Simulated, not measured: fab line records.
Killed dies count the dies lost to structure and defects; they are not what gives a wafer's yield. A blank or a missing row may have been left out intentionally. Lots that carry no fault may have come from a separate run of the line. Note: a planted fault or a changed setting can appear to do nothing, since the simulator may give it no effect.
fab line records | flow nand_harc
record: lots: 6 | wafers: 18 | last_day: 33
route steps=1302 shown A_SOURCE_PLATE@420 A_ONON_D1@424 END@1302
lots that met no fault: taken from a fault-free run of the same line
start_h: hours from the record's opening day to when the first of the lot's shown wafers began | wait_h: hours from the lot's prior step to this one | " as in the row above | L1.1+2: several wafers, shown together as one row | - no value, or no start was given | * or withheld: withheld | < > ~ a bound
route shown NAME@n: names a module that has steps shown in the file, with the first one's number in the route | usual: average and standard deviation across the fault-free wafers | same: alike in all rows | chamber/n: place in a boat | sites: readings site by site | _std_site: the values' standard deviation | _edge_site: inner sites' mean taken away from outer sites' mean | radius_mm: for every site, how far away it sits from the centre of the wafer | mask NAME#n: copy n | behind: the last tool/chamber to shape the wafer | hold: cause of the lot's hold/its duration in hours/its outcome | device: the transistor (n, p or np) that didn't switch | end of line: the tests these same wafers got at the end of their route | a step given without rows: its recipe and nothing more | killed: not the wafer's yield, but the dies lost to structure and defects at the first sort | map: shows each die of a wafer: x if killed, . if not, _ if none is there
set.NAME: the setting the step ran with; set.NAME@STEP: the setting that earlier step ran with | model.NAME: the simulator's own value behind a step, which no gauge read
a table for each step, a row for each wafer; lots at some steps of the route
services: when a tool's chamber went out of use (start_h, in hours from the record's first day, below 0 if earlier), for how many hours, and the reason
== steps ==
step: NHARC_A_SOURCE_PLATE_THK_MEAS_06
recipe: thk_meas_gauge: ellipsometry
usual: thk_nm: 199.6/1.9
lot.wafer | tool          | chamber | start_h | wait_h | thk_nm
L732.3    | film_metro-02 | -       | 166.15  | 0.4    | 197.5
L732.4    | "             | -       | "       | "      | 198.9
L732.5    | "             | -       | "       | "      | 197.1
L734.4    | film_metro-01 | -       | 193.06  | 0.4    | 199.1
L734.5    | "             | -       | "       | "      | 198.4
L734.6    | "             | -       | "       | "      | 199.2
L747.1    | film_metro-02 | -       | 324.68  | 0.4    | 199.3
L747.2    | "             | -       | "       | "      | 201.5
L747.4    | "             | -       | "       | "      | 202.6
L748.2    | film_metro-01 | -       | 332.50  | 0.4    | 197.5
L748.5    | "             | -       | "       | "      | 200.2
L748.6    | "             | -       | "       | "      | 201.5
L749.2    | film_metro-01 | -       | 350.75  | 0.4    | 195.2
L749.5    | "             | -       | "       | "      | 193.9
L749.6    | "             | -       | "       | "      | 197.7
L752.2    | film_metro-01 | -       | 377.42  | 0.4    | 201.2
L752.4    | "             | -       | "       | "      | 200.2
L752.6    | "             | -       | "       | "      | 199.7
step: NHARC_A_SOURCE_PLATE_INSPECT_08
usual: raw_defect_count: 65/24
lot.wafer | tool              | chamber | start_h | wait_h | raw_defect_count
L732.3    | defect_inspect-02 | -       | 166.21  | 0.0    | 47
L732.4    | "                 | -       | "       | "      | 48
L732.5    | "                 | -       | "       | "      | 49
L734.4    | defect_inspect-02 | -       | 193.15  | 0.0    | 79
L734.5    | "                 | -       | "       | "      | 84
L734.6    | "                 | -       | "       | "      | 71
L747.1    | defect_inspect-02 | -       | 324.79  | 0.0    | 52
L747.2    | "                 | -       | "       | "      | 78
L747.4    | "                 | -       | "       | "      | 96
L748.2    | defect_inspect-02 | -       | 332.58  | 0.0    | 51
L748.5    | "                 | -       | "       | "      | 32
L748.6    | "                 | -       | "       | "      | 75
L749.2    | defect_inspect-02 | -       | 350.85  | 0.0    | 53
L749.5    | "                 | -       | "       | "      | 54
L749.6    | "                 | -       | "       | "      | 34
L752.2    | defect_inspect-02 | -       | 377.49  | 0.0    | 82
L752.4    | "                 | -       | "       | "      | 61
L752.6    | "                 | -       | "       | "      | 123
step: NHARC_A_ONON_D1_DEP_00
recipe: target_thk_a: 10000 | n2_flow_sccm: 2750 | n2o_flow_sccm: 2000 | nh3_flow_sccm: 500 | sih4_flow_sccm: 210 | temp_c: 400
step: NHARC_A_ONON_D1_THK_MEAS_02
recipe: thk_meas_gauge: ellipsometry
usual: thk_nm: 1000/8.7
lot.wafer | tool          | chamber | start_h | wait_h | thk_nm
L732.3    | film_metro-02 | -       | 166.79  | -      | 1003
L732.4    | "             | -       | "       | "      | 1004
L732.5    | "             | -       | "       | "      | 1005
L734.4    | film_metro-02 | -       | 193.72  | -      | 1001
L734.5    | "             | -       | "       | "      | 1000
L734.6    | "             | -       | "       | "      | 1001
L747.1    | film_metro-02 | -       | 325.36  | -      | 1004
L747.2    | "             | -       | "       | "      | 1006
L747.4    | "             | -       | "       | "      | 1007
L748.2    | film_metro-01 | -       | 333.15  | -      | 999
L748.5    | "             | -       | "       | "      | 998
L748.6    | "             | -       | "       | "      | 998
L749.2    | film_metro-02 | -       | 351.42  | -      | 1002
L749.5    | "             | -       | "       | "      | 1000
L749.6    | "             | -       | "       | "      | 1001
L752.2    | film_metro-01 | -       | 378.06  | -      | 1003
L752.4    | "             | -       | "       | "      | 1002
L752.6    | "             | -       | "       | "      | 1005
step: NHARC_A_ONON_D1_DEP_03
recipe: target_thk_a: 10000 | n2_flow_sccm: 2750 | n2o_flow_sccm: 2000 | nh3_flow_sccm: 500 | sih4_flow_sccm: 210 | temp_c: 400
step: NHARC_A_ONON_D1_THK_MEAS_05
recipe: thk_meas_gauge: ellipsometry
usual: thk_nm: 1005/9
lot.wafer | tool          | chamber | start_h | wait_h | thk_nm
L732.3    | film_metro-01 | -       | 167.35  | -      | 1003
L732.4    | "             | -       | "       | "      | 1005
L732.5    | "             | -       | "       | "      | 1005
L734.4    | film_metro-02 | -       | 194.41  | -      | 987
L734.5    | "             | -       | "       | "      | 989
L734.6    | "             | -       | "       | "      | 988
L747.1    | film_metro-01 | -       | 325.93  | -      | 1001
L747.2    | "             | -       | "       | "      | 1000
L747.4    | "             | -       | "       | "      | 1000
L748.2    | film_metro-02 | -       | 333.71  | -      | 1014
L748.5    | "             | -       | "       | "      | 1015
L748.6    | "             | -       | "       | "      | 1016
L749.2    | film_metro-02 | -       | 351.99  | -      | 1006
L749.5    | "             | -       | "       | "      | 1008
L749.6    | "             | -       | "       | "      | 1004
L752.2    | film_metro-01 | -       | 378.65  | -      | 1002
L752.4    | "             | -       | "       | "      | 1005
L752.6    | "             | -       | "       | "      | 1004
step: NHARC_A_ONON_D1_DEP_06
recipe: target_thk_a: 10000 | n2_flow_sccm: 2750 | n2o_flow_sccm: 2000 | nh3_flow_sccm: 500 | sih4_flow_sccm: 210 | temp_c: 400
step: NHARC_A_ONON_D1_THK_MEAS_08
recipe: thk_meas_gauge: ellipsometry
usual: thk_nm: 1002/9.3
lot.wafer | tool          | chamber | start_h | wait_h | thk_nm
L732.3    | film_metro-02 | -       | 167.91  | -      | 991
L732.4    | "             | -       | "       | "      | 994
L732.5    | "             | -       | "       | "      | 991
L734.4    | film_metro-01 | -       | 194.98  | -      | 994
L734.5    | "             | -       | "       | "      | 994
L734.6    | "             | -       | "       | "      | 995
L747.1    | film_metro-01 | -       | 326.50  | -      | 990
L747.2    | "             | -       | "       | "      | 991
L747.4    | "             | -       | "       | "      | 990
L748.2    | film_metro-01 | -       | 334.28  | -      | 1008
L748.5    | "             | -       | "       | "      | 1012
L748.6    | "             | -       | "       | "      | 1011
L749.2    | film_metro-01 | -       | 352.55  | -      | 1012
L749.5    | "             | -       | "       | "      | 1014
L749.6    | "             | -       | "       | "      | 1016
L752.2    | film_metro-01 | -       | 379.22  | -      | 999
L752.4    | "             | -       | "       | "      | 998
L752.6    | "             | -       | "       | "      | 999
step: NHARC_A_ONON_D1_DEP_09
recipe: target_thk_a: 10000 | n2_flow_sccm: 2750 | n2o_flow_sccm: 2000 | nh3_flow_sccm: 500 | sih4_flow_sccm: 210 | temp_c: 400
step: NHARC_A_ONON_D1_THK_MEAS_11
recipe: thk_meas_gauge: ellipsometry
usual: thk_nm: 1002/7.9
lot.wafer | tool          | chamber | start_h | wait_h | thk_nm
L732.3    | film_metro-01 | -       | 168.48  | -      | 1010
L732.4    | "             | -       | "       | "      | 1012
L732.5    | "             | -       | "       | "      | 1011
L734.4    | film_metro-01 | -       | 195.54  | -      | 1000
L734.5    | "             | -       | "       | "      | 1001
L734.6    | "             | -       | "       | "      | 1000
L747.1    | film_metro-02 | -       | 327.09  | -      | 997
L747.2    | "             | -       | "       | "      | 996
L747.4    | "             | -       | "       | "      | 997
L748.2    | film_metro-01 | -       | 334.84  | -      | 1007
L748.5    | "             | -       | "       | "      | 1006
L748.6    | "             | -       | "       | "      | 1007
L749.2    | film_metro-01 | -       | 353.11  | -      | 994
L749.5    | "             | -       | "       | "      | 993
L749.6    | "             | -       | "       | "      | 992
L752.2    | film_metro-01 | -       | 379.79  | -      | 1002
L752.4    | "             | -       | "       | "      | 1005
L752.6    | "             | -       | "       | "      | 1005
step: NHARC_A_ONON_D1_DEP_12
recipe: target_thk_a: 10000 | n2_flow_sccm: 2750 | n2o_flow_sccm: 2000 | nh3_flow_sccm: 500 | sih4_flow_sccm: 210 | temp_c: 400
usual: nh3_flow_sccm: 499.9/1.5 | susceptor_temp_C: 399.98/0.23
lot.wafer | tool          | chamber | start_h | wait_h | nh3_flow_sccm | susceptor_temp_C
L732.3    | pecvd_onon-02 | 0       | 168.65  | 0.2    | 498.2         | 400.17
L732.4    | "             | 0       | "       | "      | 499.7         | 399.86
L732.5    | "             | 0       | "       | "      | 501.1         | 400.30
L734.4    | pecvd_onon-03 | 0       | 195.77  | 0.2    | 497.7         | 399.95
L734.5    | "             | 0       | "       | "      | 499.5         | 399.72
L734.6    | "             | 0       | "       | "      | 501.6         | 399.75
L747.1    | pecvd_onon-03 | 0       | 327.15  | 0.1    | 502.1         | 399.93
L747.2    | "             | 0       | "       | "      | 500.8         | 400.01
L747.4    | "             | 0       | "       | "      | 502.4         | 399.94
L748.2    | pecvd_onon-02 | 0       | 334.96  | 0.1    | 499.4         | 399.91
L748.5    | "             | 0       | "       | "      | 498.1         | 399.72
L748.6    | "             | 0       | "       | "      | 497.2         | 399.77
L749.2    | pecvd_onon-02 | 0       | 353.22  | 0.1    | 502.7         | 400.39
L749.5    | "             | 0       | "       | "      | 502.1         | 400.17
L749.6    | "             | 0       | "       | "      | 499.9         | 399.97
L752.2    | pecvd_onon-04 | 0       | 379.90  | 0.1    | 501.5         | 399.60
L752.4    | "             | 0       | "       | "      | 501.4         | 399.84
L752.6    | "             | 0       | "       | "      | 501.7         | 399.56
step: NHARC_A_ONON_D1_THK_MEAS_14
recipe: thk_meas_gauge: ellipsometry
usual: thk_nm: 1002/8.4
lot.wafer | tool          | chamber | start_h | wait_h | thk_nm
L732.3    | film_metro-02 | -       | 169.04  | -      | 1010
L732.4    | "             | -       | "       | "      | 1011
L732.5    | "             | -       | "       | "      | 1011
L734.4    | film_metro-02 | -       | 196.10  | -      | 1010
L734.5    | "             | -       | "       | "      | 1012
L734.6    | "             | -       | "       | "      | 1008
L747.1    | film_metro-02 | -       | 327.66  | -      | 1002
L747.2    | "             | -       | "       | "      | 1003
L747.4    | "             | -       | "       | "      | 1001
L748.2    | film_metro-01 | -       | 335.41  | -      | 696
L748.5    | "             | -       | "       | "      | 696
L748.6    | "             | -       | "       | "      | 999
L749.2    | film_metro-01 | -       | 353.68  | -      | 692
L749.5    | "             | -       | "       | "      | 691
L749.6    | "             | -       | "       | "      | 995
L752.2    | film_metro-01 | -       | 380.35  | -      | 995
L752.4    | "             | -       | "       | "      | 993
L752.6    | "             | -       | "       | "      | 994
step: NHARC_A_ONON_D1_ANNEAL_15
recipe: temp_c: 750 | time_s: 3600
step: NHARC_END_SORT_01
recipe: temp_c: 25
usual: killed_at_array: 49/19 | killed_at_other: 0.9/1.1 | killed_at_periphery: 4.0/2.7 | killed_dies: 54/19 | killed_open: 3.3/1.8 | killed_short: 2.6/1.6
same: gross_dies: 677
lot.wafer | tool      | chamber | start_h | wait_h | killed_at_array | killed_at_other | killed_at_periphery | killed_dies | killed_open | killed_short
L734.4    | prober-01 | 0       | 577.70  | 3.4    | 50              | 0               | 6                   | 56          | 2           | 3
L734.5    | prober-01 | 0       | 578.50  | 3.7    | 44              | 0               | 7                   | 51          | 4           | 4
L734.6    | prober-01 | 0       | 579.31  | 4.0    | 55              | 0               | 3                   | 58          | 3           | 3
L748.2    | prober-02 | 0       | 731.12  | 2.8    | 669             | 0               | 8                   | 677         | 5           | 5
L748.5    | prober-02 | 0       | 733.52  | 3.7    | 665             | 0               | 12                  | 677         | 4           | 3
L748.6    | prober-02 | 0       | 734.32  | 4.0    | 26              | 0               | 4                   | 30          | 3           | 1
L749.2    | prober-01 | 0       | 748.17  | 2.8    | 672             | 0               | 5                   | 677         | 5           | 1
L749.5    | prober-01 | 0       | 750.61  | 3.8    | 673             | 1               | 3                   | 677         | 6           | 2
killed by level:class
L734.4 A_SLIT:chamber_film_flake=24 A_STAIRCASE:chamber_film_flake=9 A_CHANNEL_HOLE_D2:chamber_film_flake=6 A_CHANNEL_HOLE_D1:chamber_film_flake=5 P_GATE:chamber_film_flake=4 A_CONTACT:chamber_film_flake=2 P_CONTACT:geometric_particle:short=1 P_M0:geometric_particle:open=1
L734.5 A_SLIT:chamber_film_flake=21 A_CHANNEL_HOLE_D1:chamber_film_flake=7 A_CHANNEL_HOLE_D2:chamber_film_flake=4 A_STAIRCASE:chamber_film_flake=4 P_GATE:chamber_film_flake=3 A_ONON_D1:geometric_particle:open=2 A_CHANNEL_FILL_D2:geometric_particle:short=2 P_M1:geometric_particle:short=1
L734.6 A_SLIT:chamber_film_flake=19 A_CHANNEL_HOLE_D2:chamber_film_flake=10 A_STAIRCASE:chamber_film_flake=8 A_CHANNEL_HOLE_D1:chamber_film_flake=7 A_CONTACT:chamber_film_flake=3 A_WL_FILL:geometric_particle:open=2 A_CHANNEL_FILL_D2:geometric_particle:short=1 A_SGD_CUT:geometric_particle:short=1
L748.2 A_ONON_D1:area_dep=625 A_CHANNEL_HOLE_D1:chamber_film_flake=17 A_STAIRCASE:chamber_film_flake=8 P_GATE:chamber_film_flake=4 A_SLIT:chamber_film_flake=4 A_CHANNEL_HOLE_D2:geometric_particle:open=3 P_BONDPAD:chamber_film_flake=3 A_DECK1_JOINT:chamber_film_flake=2
L748.5 A_ONON_D1:area_dep=641 A_STAIRCASE:chamber_film_flake=10 A_CHANNEL_HOLE_D1:chamber_film_flake=5 P_BONDPAD:chamber_film_flake=4 P_GATE:chamber_film_flake=3 A_CONTACT:chamber_film_flake=3 P_CONTACT:geometric_particle:short=2 P_M0:geometric_particle:open=2
L748.6 A_CHANNEL_HOLE_D1:chamber_film_flake=12 A_STAIRCASE:chamber_film_flake=8 A_WL_FILL:geometric_particle:open=2 A_SLIT:chamber_film_flake=2 P_CONTACT:geometric_particle:open=1 A_CHANNEL_FILL_D1:geometric_particle:short=1 P_ZERO_WELL:chamber_film_flake=1 P_STI:chamber_film_flake=1
L749.2 A_ONON_D1:area_dep=618 A_CHANNEL_HOLE_D1:chamber_film_flake=23 A_STAIRCASE:chamber_film_flake=7 A_CONTACT:chamber_film_flake=7 A_SLIT:chamber_film_flake=4 A_CHANNEL_HOLE_D2:chamber_film_flake=3 P_M0:geometric_particle:open=2 A_M0:geometric_particle:open=2
L749.5 A_ONON_D1:area_dep=618 A_CHANNEL_HOLE_D1:chamber_film_flake=27 A_CHANNEL_HOLE_D2:chamber_film_flake=6 A_WL_FILL:chamber_film_flake=5 A_SLIT:chamber_film_flake=5 A_BLC:geometric_particle:open=2 A_STAIRCASE:chamber_film_flake=2 A_CONTACT:chamber_film_flake=2
map L748.2 (x killed, . not)
____________x____________
_________xxxxxxx_________
_______xxxxxxxxxxx_______
______xxxxxxxxxxxxx______
_____xxxxxxxxxxxxxxx_____
____xxxxxxxxxxxxxxxxx____
____xxxxxxxxxxxxxxxxx____
___xxxxxxxxxxxxxxxxxxx___
___xxxxxxxxxxxxxxxxxxx___
__xxxxxxxxxxxxxxxxxxxxx__
__xxxxxxxxxxxxxxxxxxxxx__
_xxxxxxxxxxxxxxxxxxxxxxx_
_xxxxxxxxxxxxxxxxxxxxxxx_
_xxxxxxxxxxxxxxxxxxxxxxx_
_xxxxxxxxxxxxxxxxxxxxxxx_
_xxxxxxxxxxxxxxxxxxxxxxx_
xxxxxxxxxxxxxxxxxxxxxxxxx
xxxxxxxxxxxxxxxxxxxxxxxxx
xxxxxxxxxxxxxxxxxxxxxxxxx
xxxxxxxxxxxxxxxxxxxxxxxxx
xxxxxxxxxxxxxxxxxxxxxxxxx
_xxxxxxxxxxxxxxxxxxxxxxx_
_xxxxxxxxxxxxxxxxxxxxxxx_
_xxxxxxxxxxxxxxxxxxxxxxx_
_xxxxxxxxxxxxxxxxxxxxxxx_
_xxxxxxxxxxxxxxxxxxxxxxx_
__xxxxxxxxxxxxxxxxxxxxx__
__xxxxxxxxxxxxxxxxxxxxx__
___xxxxxxxxxxxxxxxxxxx___
___xxxxxxxxxxxxxxxxxxx___
____xxxxxxxxxxxxxxxxx____
____xxxxxxxxxxxxxxxxx____
_____xxxxxxxxxxxxxxx_____
______xxxxxxxxxxxxx______
_______xxxxxxxxxxx_______
_________xxxxxxx_________
____________x____________
map L749.2 (x killed, . not)
____________x____________
_________xxxxxxx_________
_______xxxxxxxxxxx_______
______xxxxxxxxxxxxx______
_____xxxxxxxxxxxxxxx_____
____xxxxxxxxxxxxxxxxx____
____xxxxxxxxxxxxxxxxx____
___xxxxxxxxxxxxxxxxxxx___
___xxxxxxxxxxxxxxxxxxx___
__xxxxxxxxxxxxxxxxxxxxx__
__xxxxxxxxxxxxxxxxxxxxx__
_xxxxxxxxxxxxxxxxxxxxxxx_
_xxxxxxxxxxxxxxxxxxxxxxx_
_xxxxxxxxxxxxxxxxxxxxxxx_
_xxxxxxxxxxxxxxxxxxxxxxx_
_xxxxxxxxxxxxxxxxxxxxxxx_
xxxxxxxxxxxxxxxxxxxxxxxxx
xxxxxxxxxxxxxxxxxxxxxxxxx
xxxxxxxxxxxxxxxxxxxxxxxxx
xxxxxxxxxxxxxxxxxxxxxxxxx
xxxxxxxxxxxxxxxxxxxxxxxxx
_xxxxxxxxxxxxxxxxxxxxxxx_
_xxxxxxxxxxxxxxxxxxxxxxx_
_xxxxxxxxxxxxxxxxxxxxxxx_
_xxxxxxxxxxxxxxxxxxxxxxx_
_xxxxxxxxxxxxxxxxxxxxxxx_
__xxxxxxxxxxxxxxxxxxxxx__
__xxxxxxxxxxxxxxxxxxxxx__
___xxxxxxxxxxxxxxxxxxx___
___xxxxxxxxxxxxxxxxxxx___
____xxxxxxxxxxxxxxxxx____
____xxxxxxxxxxxxxxxxx____
_____xxxxxxxxxxxxxxx_____
______xxxxxxxxxxxxx______
_______xxxxxxxxxxx_______
_________xxxxxxx_________
____________x____________
== services ==
tool          | chamber | start_h | hours | kind
pecvd_onon-02 | -       | 185.00  | 13.0  | pm
pecvd_onon-03 | -       | 227.43  | 13.0  | pm
pecvd_onon-04 | -       | 311.06  | 13.0  | pm
pecvd_onon-02 | -       | 366.22  | 13.0  | pm
== key ==
first_sign: step: NHARC_A_ONON_D1_THK_MEAS_14 | reading: thk_nm | direction: down | sigmas: 37 | usual: 1002 | struck: 694
effect: step: NHARC_END_SORT_01 | reading: killed_dies | direction: up | sigmas: 33 | usual: 54 | struck: 677
more_kills_born_at: NHARC_A_ONON_D1_DEP_12@pecvd_onon-02: 2502
met_at NHARC_A_ONON_D1_DEP_12
struck_wafers L748.2,L748.5,L749.2,L749.5
later_rows_left_out L748.2,L748.5,L749.2,L749.5
tester_left_out L748,L749
onset_between 168.65 334.96
fault: kind: process_parameter_drift | tool: pecvd_onon-02 | chamber: - | onset_h: 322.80 | steps: NHARC_A_ONON_D1_DEP_12 | channel: target_thk_a | offset: * | shape: step | end_h: 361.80 | scope: struck_wafers_only | acts_in: * | stated: *
tester_left_out: of these lots the tester's yield and bins aren't shown, on N5 and GAA mostly nor the transistor test; their killed dies are dies lost to structure and defects alone, not to doping, threshold or leakage, so they don't give the yield
later_rows_left_out: the simulator's readings of these wafers behind a module that went badly wrong aren't trusted and aren't shown, but for the sort
